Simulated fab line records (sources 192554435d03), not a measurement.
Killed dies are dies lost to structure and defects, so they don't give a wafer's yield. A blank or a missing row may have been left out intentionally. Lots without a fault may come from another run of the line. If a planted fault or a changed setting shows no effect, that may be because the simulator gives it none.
Which tool did it? / flow n5_finfet / 24 lots with 72 wafers sampled at 4 steps, on a route of 1938 steps

## WHAT THE GAUGES SHOWED, per wafer
N5_BEOL_M10_THK_MEAS_01. Usual: for M10_ILD_THK the level is 268 nm and the standard deviation is 3.9.
lot=L074; measured=day 9 19:52; on=film_metro-01; M10_ILD_THK (nm)=264 268 268; flag=
lot=L075; measured=day 10 03:15; on=film_metro-01; M10_ILD_THK (nm)=259 264 267; flag=
lot=L076; measured=day 10 14:55; on=film_metro-02; M10_ILD_THK (nm)=266 271 272; flag=
lot=L077; measured=day 10 15:19; on=film_metro-02; M10_ILD_THK (nm)=270 268 272; flag=
lot=L078; measured=day 10 19:10; on=film_metro-01; M10_ILD_THK (nm)=263 264 269; flag=
lot=L081; measured=day 11 12:48; on=film_metro-02; M10_ILD_THK (nm)=263 272 271; flag=
lot=L080; measured=day 11 16:41; on=film_metro-01; M10_ILD_THK (nm)=266 266 267; flag=
lot=L079; measured=day 11 16:54; on=film_metro-01; M10_ILD_THK (nm)=267 267 272; flag=
lot=L082; measured=day 11 23:18; on=film_metro-02; M10_ILD_THK (nm)=265 271 268; flag=
lot=L083; measured=day 12 01:15; on=film_metro-01; M10_ILD_THK (nm)=267 271 270; flag=
lot=L084; measured=day 12 10:40; on=film_metro-02; M10_ILD_THK (nm)=264 272 271; flag=
lot=L086; measured=day 13 04:06; on=film_metro-01; M10_ILD_THK (nm)=268 274 275; flag=
lot=L085; measured=day 13 06:57; on=film_metro-01; M10_ILD_THK (nm)=273 267 275; flag=
lot=L089; measured=day 13 12:28; on=film_metro-01; M10_ILD_THK (nm)=272 275 271; flag=
lot=L087; measured=day 13 12:43; on=film_metro-01; M10_ILD_THK (nm)=269 273 270; flag=
lot=L088; measured=day 13 13:59; on=film_metro-01; M10_ILD_THK (nm)=261 265 268; flag=
lot=L090; measured=day 14 03:51; on=film_metro-02; M10_ILD_THK (nm)=267 270 271; flag=
lot=L093; measured=day 14 09:25; on=film_metro-02; M10_ILD_THK (nm)=260 261 263; flag=
lot=L091; measured=day 14 09:45; on=film_metro-01; M10_ILD_THK (nm)=271 270 276; flag=
lot=L092; measured=day 14 15:59; on=film_metro-02; M10_ILD_THK (nm)=266 270 270; flag=
lot=L094; measured=day 14 16:28; on=film_metro-02; M10_ILD_THK (nm)=271 267 274; flag=
lot=L095; measured=day 15 16:49; on=film_metro-02; M10_ILD_THK (nm)=263 264 267; flag=
lot=L097; measured=day 15 17:26; on=film_metro-02; M10_ILD_THK (nm)=269 266 273; flag=
lot=L096; measured=day 15 17:53; on=film_metro-02; M10_ILD_THK (nm)=267 265 271; flag=

N5_BEOL_M10_THK_MEAS_53: measures by xrf. Usual: for M10_THK the level is 140.6 nm and the standard deviation is 2.2.
lot=L074; measured=day 10 05:06; on=film_metro-01; M10_THK (nm)=137.7 140.5 137.3; flag=
lot=L075; measured=day 10 11:03; on=film_metro-01; M10_THK (nm)=139.4 138.3 138.1; flag=
lot=L076; measured=day 10 21:56; on=film_metro-01; M10_THK (nm)=140.4 136.1 140.7; flag=
lot=L077; measured=day 10 22:44; on=film_metro-02; M10_THK (nm)=142.3 136.9 141.2; flag=
lot=L078; measured=day 11 01:28; on=film_metro-01; M10_THK (nm)=141.8 139.8 136.8; flag=
lot=L081; measured=day 11 19:18; on=film_metro-01; M10_THK (nm)=138.7 140.7 141.2; flag=
lot=L080; measured=day 11 23:58; on=film_metro-01; M10_THK (nm)=140.8 144.1 142.1; flag=
lot=L079; measured=day 12 01:00; on=film_metro-02; M10_THK (nm)=134.8 137.9 138.0; flag=
lot=L082; measured=day 12 04:24; on=film_metro-02; M10_THK (nm)=141.9 140.9 140.7; flag=
lot=L083; measured=day 12 08:47; on=film_metro-01; M10_THK (nm)=140.3 138.8 140.7; flag=
lot=L084; measured=day 12 17:19; on=film_metro-01; M10_THK (nm)=138.0 139.0 137.1; flag=
lot=L086; measured=day 13 09:45; on=film_metro-01; M10_THK (nm)=140.2 141.0 143.0; flag=
lot=L085; measured=day 13 12:44; on=film_metro-01; M10_THK (nm)=136.4 140.6 140.7; flag=
lot=L089; measured=day 13 17:20; on=film_metro-02; M10_THK (nm)=139.1 140.1 138.4; flag=
lot=L087; measured=day 13 19:16; on=film_metro-01; M10_THK (nm)=139.0 139.3 141.9; flag=
lot=L088; measured=day 13 20:49; on=film_metro-02; M10_THK (nm)=139.5 139.4 140.8; flag=
lot=L090; measured=day 14 11:35; on=film_metro-01; M10_THK (nm)=144.3 144.4 140.0; flag=
lot=L093; measured=day 14 15:14; on=film_metro-02; M10_THK (nm)=144.9 141.8 143.5; flag=
lot=L091; measured=day 14 15:47; on=film_metro-01; M10_THK (nm)=139.6 141.0 142.5; flag=
lot=L092; measured=day 14 21:59; on=film_metro-01; M10_THK (nm)=144.6 141.7 143.9; flag=
lot=L094; measured=day 14 22:52; on=film_metro-01; M10_THK (nm)=138.2 139.9 141.4; flag=
lot=L095; measured=day 15 22:22; on=film_metro-02; M10_THK (nm)=138.9 139.1 141.4; flag=
lot=L097; measured=day 16 01:05; on=film_metro-02; M10_THK (nm)=143.0 143.7 143.7; flag=
lot=L096; measured=day 16 02:30; on=film_metro-02; M10_THK (nm)=142.2 143.0 142.9; flag=

## WHICH TOOL RAN EACH LOT (tool, then ch and the chambers of the sampled wafers, then the start)
lot=L074; N5_BEOL_M9_VIA_ETCH_34=rie_diel-06 ch 0,1, day 9 16:18; N5_BEOL_M10_CURE_71=uv_cure-02 ch 2, day 9 19:22
lot=L075; N5_BEOL_M9_VIA_ETCH_34=rie_diel-01 ch 0,1, day 9 21:42; N5_BEOL_M10_CURE_71=uv_cure-01 ch 0, day 10 02:49
lot=L076; N5_BEOL_M9_VIA_ETCH_34=rie_diel-01 ch 1,3, day 10 10:59; N5_BEOL_M10_CURE_71=uv_cure-02 ch 2, day 10 14:29
lot=L077; N5_BEOL_M9_VIA_ETCH_34=rie_diel-01 ch 0,1, day 10 11:31; N5_BEOL_M10_CURE_71=uv_cure-03 ch 2, day 10 14:53
lot=L078; N5_BEOL_M9_VIA_ETCH_34=rie_diel-02 ch 0,2,3, day 10 15:19; N5_BEOL_M10_CURE_71=uv_cure-02 ch 1, day 10 18:43
lot=L081; N5_BEOL_M9_VIA_ETCH_34=rie_diel-02 ch 0,2, day 11 09:40; N5_BEOL_M10_CURE_71=uv_cure-02 ch 1, day 11 12:27
lot=L080; N5_BEOL_M9_VIA_ETCH_34=rie_diel-06 ch 1,2, day 11 13:26; N5_BEOL_M10_CURE_71=uv_cure-03 ch 2, day 11 16:16
lot=L079; N5_BEOL_M9_VIA_ETCH_34=rie_diel-01 ch 0,1, day 11 13:35; N5_BEOL_M10_CURE_71=uv_cure-01 ch 0, day 11 16:23
lot=L082; N5_BEOL_M9_VIA_ETCH_34=rie_diel-01 ch 0,1, day 11 19:42; N5_BEOL_M10_CURE_71=uv_cure-03 ch 2, day 11 22:47
lot=L083; N5_BEOL_M9_VIA_ETCH_34=rie_diel-01 ch 0,1, day 11 20:23; N5_BEOL_M10_CURE_71=uv_cure-01 ch 0, day 12 00:49
lot=L084; N5_BEOL_M9_VIA_ETCH_34=rie_diel-06 ch 1,2, day 12 06:05; N5_BEOL_M10_CURE_71=uv_cure-02 ch 0, day 12 10:09
lot=L086; N5_BEOL_M9_VIA_ETCH_34=rie_diel-02 ch 0,2,3, day 13 00:25; N5_BEOL_M10_CURE_71=uv_cure-01 ch 2, day 13 03:35
lot=L085; N5_BEOL_M9_VIA_ETCH_34=rie_diel-02 ch 0,1,3, day 13 02:49; N5_BEOL_M10_CURE_71=uv_cure-03 ch 1, day 13 06:07
lot=L089; N5_BEOL_M9_VIA_ETCH_34=rie_diel-06 ch 1,2,3, day 13 08:22; N5_BEOL_M10_CURE_71=uv_cure-02 ch 1, day 13 11:57
lot=L087; N5_BEOL_M9_VIA_ETCH_34=rie_diel-01 ch 0,1, day 13 09:28; N5_BEOL_M10_CURE_71=uv_cure-03 ch 0, day 13 12:17
lot=L088; N5_BEOL_M9_VIA_ETCH_34=rie_diel-02 ch 0,1,2, day 13 10:19; N5_BEOL_M10_CURE_71=uv_cure-01 ch 0, day 13 13:29
lot=L090; N5_BEOL_M9_VIA_ETCH_34=rie_diel-01 ch 1,2,3, day 14 00:11; N5_BEOL_M10_CURE_71=uv_cure-02 ch 2, day 14 03:25
lot=L093; N5_BEOL_M9_VIA_ETCH_34=rie_diel-06 ch 0,1,2, day 14 06:07; N5_BEOL_M10_CURE_71=uv_cure-03 ch 1, day 14 08:54
lot=L091; N5_BEOL_M9_VIA_ETCH_34=rie_diel-02 ch 0,1,3, day 14 06:17; N5_BEOL_M10_CURE_71=uv_cure-02 ch 1, day 14 09:19
lot=L092; N5_BEOL_M9_VIA_ETCH_34=rie_diel-06 ch 0,2,3, day 14 11:28; N5_BEOL_M10_CURE_71=uv_cure-02 ch 1, day 14 15:33
lot=L094; N5_BEOL_M9_VIA_ETCH_34=rie_diel-02 ch 0,2,3, day 14 12:47; N5_BEOL_M10_CURE_71=uv_cure-02 ch 1, day 14 16:02
lot=L095; N5_BEOL_M9_VIA_ETCH_34=rie_diel-06 ch 1,3, day 15 13:12; N5_BEOL_M10_CURE_71=uv_cure-02 ch 0, day 15 16:18
lot=L097; N5_BEOL_M9_VIA_ETCH_34=rie_diel-02 ch 0,1,2, day 15 13:46; N5_BEOL_M10_CURE_71=uv_cure-03 ch 1, day 15 17:01
lot=L096; N5_BEOL_M9_VIA_ETCH_34=rie_diel-06 ch 0,1,2, day 15 14:19; N5_BEOL_M10_CURE_71=uv_cure-01 ch 0, day 15 17:22
- N5_BEOL_M9_VIA_ETCH_34: etches SiCOH lowk in C4F6/O2, target depth 182.4 nm, time 68.4 s.
- N5_BEOL_M10_CURE_71: cures SiCOH lowk, time 240 s.

## WHAT THE TOOLS THEMSELVES READ (means of the sampled wafers that have a number; where no wafer has one, the mark that the record gives instead)
N5_BEOL_M9_VIA_ETCH_34. Usual: C4F6_flow_sccm 10.00 sccm, standard deviation 0.03; drypump_motor_current_A 5.4 A, standard deviation 0.51; oes_ar_750_au 0.75 a.u., standard deviation 0.062; oes_product_au 0.75 a.u., standard deviation 0.066; rf_vpp_V 663 V, standard deviation 8.1; showerhead_plenum_p_Torr 2.81 Torr, standard deviation 0.12; throttle_valve_pct 20.90 %, standard deviation 0.24.
lot=L074; tool=rie_diel-06; C4F6_flow_sccm (sccm)=10.05; drypump_motor_current_A (A)=5.3; oes_ar_750_au (a.u.)=0.74; oes_product_au (a.u.)=0.73; rf_vpp_V (V)=670; showerhead_plenum_p_Torr (Torr)=2.81; throttle_valve_pct (%)=21.16; flag=
lot=L075; tool=rie_diel-01; C4F6_flow_sccm (sccm)=10.00; drypump_motor_current_A (A)=5.2; oes_ar_750_au (a.u.)=0.76; oes_product_au (a.u.)=0.75; rf_vpp_V (V)=660; showerhead_plenum_p_Torr (Torr)=2.75; throttle_valve_pct (%)=20.89; flag=
lot=L076; tool=rie_diel-01; C4F6_flow_sccm (sccm)=9.95; drypump_motor_current_A (A)=5.1; oes_ar_750_au (a.u.)=0.70; oes_product_au (a.u.)=0.69; rf_vpp_V (V)=665; showerhead_plenum_p_Torr (Torr)=2.90; throttle_valve_pct (%)=21.17; flag=
lot=L077; tool=rie_diel-01; C4F6_flow_sccm (sccm)=9.99; drypump_motor_current_A (A)=5.2; oes_ar_750_au (a.u.)=0.75; oes_product_au (a.u.)=0.75; rf_vpp_V (V)=661; showerhead_plenum_p_Torr (Torr)=2.74; throttle_valve_pct (%)=20.89; flag=
lot=L078; tool=rie_diel-02; C4F6_flow_sccm (sccm)=10.02; drypump_motor_current_A (A)=5.4; oes_ar_750_au (a.u.)=0.78; oes_product_au (a.u.)=0.78; rf_vpp_V (V)=666; showerhead_plenum_p_Torr (Torr)=2.86; throttle_valve_pct (%)=20.76; flag=
lot=L081; tool=rie_diel-02; C4F6_flow_sccm (sccm)=10.02; drypump_motor_current_A (A)=5.1; oes_ar_750_au (a.u.)=0.77; oes_product_au (a.u.)=0.77; rf_vpp_V (V)=665; showerhead_plenum_p_Torr (Torr)=2.81; throttle_valve_pct (%)=20.76; flag=
lot=L080; tool=rie_diel-06; C4F6_flow_sccm (sccm)=10.02; drypump_motor_current_A (A)=5.0; oes_ar_750_au (a.u.)=0.75; oes_product_au (a.u.)=0.74; rf_vpp_V (V)=651; showerhead_plenum_p_Torr (Torr)=2.73; throttle_valve_pct (%)=20.95; flag=
lot=L079; tool=rie_diel-01; C4F6_flow_sccm (sccm)=9.97; drypump_motor_current_A (A)=5.2; oes_ar_750_au (a.u.)=0.75; oes_product_au (a.u.)=0.74; rf_vpp_V (V)=660; showerhead_plenum_p_Torr (Torr)=2.74; throttle_valve_pct (%)=20.91; flag=
lot=L082; tool=rie_diel-01; C4F6_flow_sccm (sccm)=10.00; drypump_motor_current_A (A)=5.2; oes_ar_750_au (a.u.)=0.75; oes_product_au (a.u.)=0.73; rf_vpp_V (V)=661; showerhead_plenum_p_Torr (Torr)=2.74; throttle_valve_pct (%)=20.91; flag=
lot=L083; tool=rie_diel-01; C4F6_flow_sccm (sccm)=10.02; drypump_motor_current_A (A)=4.9; oes_ar_750_au (a.u.)=0.72; oes_product_au (a.u.)=0.71; rf_vpp_V (V)=664; showerhead_plenum_p_Torr (Torr)=2.84; throttle_valve_pct (%)=21.07; flag=
lot=L084; tool=rie_diel-06; C4F6_flow_sccm (sccm)=9.99; drypump_motor_current_A (A)=5.0; oes_ar_750_au (a.u.)=0.74; oes_product_au (a.u.)=0.73; rf_vpp_V (V)=651; showerhead_plenum_p_Torr (Torr)=2.73; throttle_valve_pct (%)=20.96; flag=
lot=L086; tool=rie_diel-02; C4F6_flow_sccm (sccm)=9.98; drypump_motor_current_A (A)=5.4; oes_ar_750_au (a.u.)=0.77; oes_product_au (a.u.)=0.77; rf_vpp_V (V)=666; showerhead_plenum_p_Torr (Torr)=2.85; throttle_valve_pct (%)=20.78; flag=
lot=L085; tool=rie_diel-02; C4F6_flow_sccm (sccm)=10.01; drypump_motor_current_A (A)=5.8; oes_ar_750_au (a.u.)=0.78; oes_product_au (a.u.)=0.78; rf_vpp_V (V)=665; showerhead_plenum_p_Torr (Torr)=2.85; throttle_valve_pct (%)=20.74; flag=
lot=L089; tool=rie_diel-06; C4F6_flow_sccm (sccm)=9.99; drypump_motor_current_A (A)=5.1; oes_ar_750_au (a.u.)=0.81; oes_product_au (a.u.)=0.80; rf_vpp_V (V)=658; showerhead_plenum_p_Torr (Torr)=2.83; throttle_valve_pct (%)=20.81; flag=
lot=L087; tool=rie_diel-01; C4F6_flow_sccm (sccm)=10.00; drypump_motor_current_A (A)=5.2; oes_ar_750_au (a.u.)=0.74; oes_product_au (a.u.)=0.73; rf_vpp_V (V)=661; showerhead_plenum_p_Torr (Torr)=2.73; throttle_valve_pct (%)=20.94; flag=
lot=L088; tool=rie_diel-02; C4F6_flow_sccm (sccm)=10.02; drypump_motor_current_A (A)=5.5; oes_ar_750_au (a.u.)=0.77; oes_product_au (a.u.)=0.77; rf_vpp_V (V)=663; showerhead_plenum_p_Torr (Torr)=2.81; throttle_valve_pct (%)=20.73; flag=
lot=L090; tool=rie_diel-01; C4F6_flow_sccm (sccm)=10.00; drypump_motor_current_A (A)=5.6; oes_ar_750_au (a.u.)=0.78; oes_product_au (a.u.)=0.77; rf_vpp_V (V)=667; showerhead_plenum_p_Torr (Torr)=2.85; throttle_valve_pct (%)=20.89; flag=
lot=L093; tool=rie_diel-06; C4F6_flow_sccm (sccm)=10.00; drypump_motor_current_A (A)=5.2; oes_ar_750_au (a.u.)=0.71; oes_product_au (a.u.)=0.71; rf_vpp_V (V)=660; showerhead_plenum_p_Torr (Torr)=2.76; throttle_valve_pct (%)=21.10; flag=
lot=L091; tool=rie_diel-02; C4F6_flow_sccm (sccm)=9.97; drypump_motor_current_A (A)=5.8; oes_ar_750_au (a.u.)=0.77; oes_product_au (a.u.)=0.77; rf_vpp_V (V)=666; showerhead_plenum_p_Torr (Torr)=2.85; throttle_valve_pct (%)=20.75; flag=
lot=L092; tool=rie_diel-06; C4F6_flow_sccm (sccm)=10.00; drypump_motor_current_A (A)=5.4; oes_ar_750_au (a.u.)=0.78; oes_product_au (a.u.)=0.77; rf_vpp_V (V)=666; showerhead_plenum_p_Torr (Torr)=2.86; throttle_valve_pct (%)=20.95; flag=
lot=L094; tool=rie_diel-02; C4F6_flow_sccm (sccm)=10.00; drypump_motor_current_A (A)=5.4; oes_ar_750_au (a.u.)=0.76; oes_product_au (a.u.)=0.75; rf_vpp_V (V)=665; showerhead_plenum_p_Torr (Torr)=2.84; throttle_valve_pct (%)=20.81; flag=
lot=L095; tool=rie_diel-06; C4F6_flow_sccm (sccm)=10.02; drypump_motor_current_A (A)=5.4; oes_ar_750_au (a.u.)=0.85; oes_product_au (a.u.)=0.86; rf_vpp_V (V)=665; showerhead_plenum_p_Torr (Torr)=2.92; throttle_valve_pct (%)=20.69; flag=
lot=L097; tool=rie_diel-02; C4F6_flow_sccm (sccm)=10.00; drypump_motor_current_A (A)=5.6; oes_ar_750_au (a.u.)=0.75; oes_product_au (a.u.)=0.75; rf_vpp_V (V)=663; showerhead_plenum_p_Torr (Torr)=2.80; throttle_valve_pct (%)=20.75; flag=
lot=L096; tool=rie_diel-06; C4F6_flow_sccm (sccm)=9.99; drypump_motor_current_A (A)=5.1; oes_ar_750_au (a.u.)=0.71; oes_product_au (a.u.)=0.71; rf_vpp_V (V)=660; showerhead_plenum_p_Torr (Torr)=2.76; throttle_valve_pct (%)=21.12; flag=

N5_BEOL_M10_CURE_71. Usual: lamp_power_pct 52.32 %, standard deviation 0.057; wafer_temp_C_max 386.5, standard deviation 0.46.
lot=L074; tool=uv_cure-02; lamp_power_pct (%)=52.29; wafer_temp_C_max=386.0; flag=
lot=L075; tool=uv_cure-01; lamp_power_pct (%)=52.28; wafer_temp_C_max=386.4; flag=
lot=L076; tool=uv_cure-02; lamp_power_pct (%)=52.31; wafer_temp_C_max=386.2; flag=
lot=L077; tool=uv_cure-03; lamp_power_pct (%)=52.32; wafer_temp_C_max=386.8; flag=
lot=L078; tool=uv_cure-02; lamp_power_pct (%)=52.33; wafer_temp_C_max=386.1; flag=
lot=L081; tool=uv_cure-02; lamp_power_pct (%)=52.35; wafer_temp_C_max=386.3; flag=
lot=L080; tool=uv_cure-03; lamp_power_pct (%)=52.34; wafer_temp_C_max=387.4; flag=
lot=L079; tool=uv_cure-01; lamp_power_pct (%)=52.31; wafer_temp_C_max=386.6; flag=
lot=L082; tool=uv_cure-03; lamp_power_pct (%)=52.31; wafer_temp_C_max=386.9; flag=
lot=L083; tool=uv_cure-01; lamp_power_pct (%)=52.33; wafer_temp_C_max=386.2; flag=
lot=L084; tool=uv_cure-02; lamp_power_pct (%)=52.34; wafer_temp_C_max=386.9; flag=
lot=L086; tool=uv_cure-01; lamp_power_pct (%)=52.35; wafer_temp_C_max=386.0; flag=
lot=L085; tool=uv_cure-03; lamp_power_pct (%)=52.31; wafer_temp_C_max=386.4; flag=
lot=L089; tool=uv_cure-02; lamp_power_pct (%)=52.22; wafer_temp_C_max=386.4; flag=
lot=L087; tool=uv_cure-03; lamp_power_pct (%)=52.29; wafer_temp_C_max=387.2; flag=
lot=L088; tool=uv_cure-01; lamp_power_pct (%)=52.32; wafer_temp_C_max=386.4; flag=
lot=L090; tool=uv_cure-02; lamp_power_pct (%)=52.28; wafer_temp_C_max=386.2; flag=
lot=L093; tool=uv_cure-03; lamp_power_pct (%)=52.34; wafer_temp_C_max=386.5; flag=
lot=L091; tool=uv_cure-02; lamp_power_pct (%)=52.27; wafer_temp_C_max=386.2; flag=
lot=L092; tool=uv_cure-02; lamp_power_pct (%)=52.35; wafer_temp_C_max=386.1; flag=
lot=L094; tool=uv_cure-02; lamp_power_pct (%)=52.29; wafer_temp_C_max=386.1; flag=
lot=L095; tool=uv_cure-02; lamp_power_pct (%)=52.30; wafer_temp_C_max=387.1; flag=
lot=L097; tool=uv_cure-03; lamp_power_pct (%)=52.35; wafer_temp_C_max=386.8; flag=
lot=L096; tool=uv_cure-01; lamp_power_pct (%)=52.32; wafer_temp_C_max=386.3; flag=

## THE ANSWER, worked out from the rows above alone
Rule: lot off if the mean of its wafers having a number is beyond 3 standard deviations from the usual mean. Also off: a lot with no number at a reading for which 4 or more lots have one. The other lots that the step has rows for count as sound. The gauges are gone through in route order, then the tools' own readings, and for those a lot's mean is taken as printed above. At the first step where some lot is off, the reading lying furthest off is the one used; lots without a number count as furthest.
Nothing can be told from this: no lot is off at any reading shown.

## WHAT WAS PUT IN BY THE SIMULATOR
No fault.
